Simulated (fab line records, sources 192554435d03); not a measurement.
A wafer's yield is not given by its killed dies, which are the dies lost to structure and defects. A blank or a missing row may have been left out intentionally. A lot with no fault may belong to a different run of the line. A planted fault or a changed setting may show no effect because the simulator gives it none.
Matching of chambers	flow n5-finfet	N5_BEOL_M4_DEP_57 on pecvd-02: 3 sister chambers
The step deposits SiCN from 3MS/NH3, target thk 8 nm, time 14 s. 14 wafers are shown with their chamber, then 7 later ones without.

## WAFERS PAIRED WITH THEIR CHAMBERS
wafer	chamber	showerhead-vpp-V (V)	throttle-valve-pct (%)	showerhead-plenum-p-Torr (Torr)
L074.3	0	925	8.6	3.659
L074.4	2	835	8.1	3.662
L074.6	0	924	9.0	3.659
L076.1	1	926	9.5	3.671
L076.4	2	844	8.3	3.658
L076.6	1	925	9.4	3.672
L079.2	2	846	8.4	3.651
L079.3	0	915	9.0	3.648
L079.4	1	924	9.2	3.673
L087.2	2	826	8.4	3.656
L087.3	1	937	9.4	3.683
L087.5	2	835	8.0	3.664
L091.1	1	915	9.3	3.661
L091.2	2	823	8.4	3.654

SIGNATURES (averages over the wafers above)
reading	chamber 0	chamber 1	chamber 2	scatter within a chamber
showerhead-vpp-V	921.33	925.40	834.83	8.16
throttle-valve-pct	8.867	9.360	8.267	0.168
showerhead-plenum-p-Torr	3.65533	3.67200	3.65750	0.00635
Rule: a wafer lies at a distance from a chamber equal to the root of the sum of squares, over the readings, of (its reading less the chamber's mean, divided by the reading's scatter). If the next closest chamber is less than 2 further off than the closest, the wafer can't be placed; otherwise it belongs to the closest. How the scatter is found: for the shown wafers, subtract from each reading the mean of its chamber, square and add these, divide the total by (wafers less chambers), then take the root.

## WAFERS WITHOUT THEIR CHAMBER
wafer	showerhead-vpp-V (V)	throttle-valve-pct (%)	showerhead-plenum-p-Torr (Torr)
L091.4	826	8.3	3.654
L090.2	933	9.2	3.673
L090.4	822	8.3	3.655
L090.5	924	8.9	3.650
L093.1	921	9.2	3.660
L093.5	914	8.9	3.653
L093.6	928	9.2	3.675

## THE CHAMBER EACH PASSED THROUGH
wafer	from the rows above	in truth
L091.4	2	2
L090.2	1	1
L090.4	2	2
L090.5	0	0
L093.1	can't be placed: 0 or 1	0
L093.5	0	0
L093.6	1	1
Placed correctly: 6 of 7. Can't be placed from these rows: 1 (the true chamber is among the candidates in 1). Wrongly placed: 0.
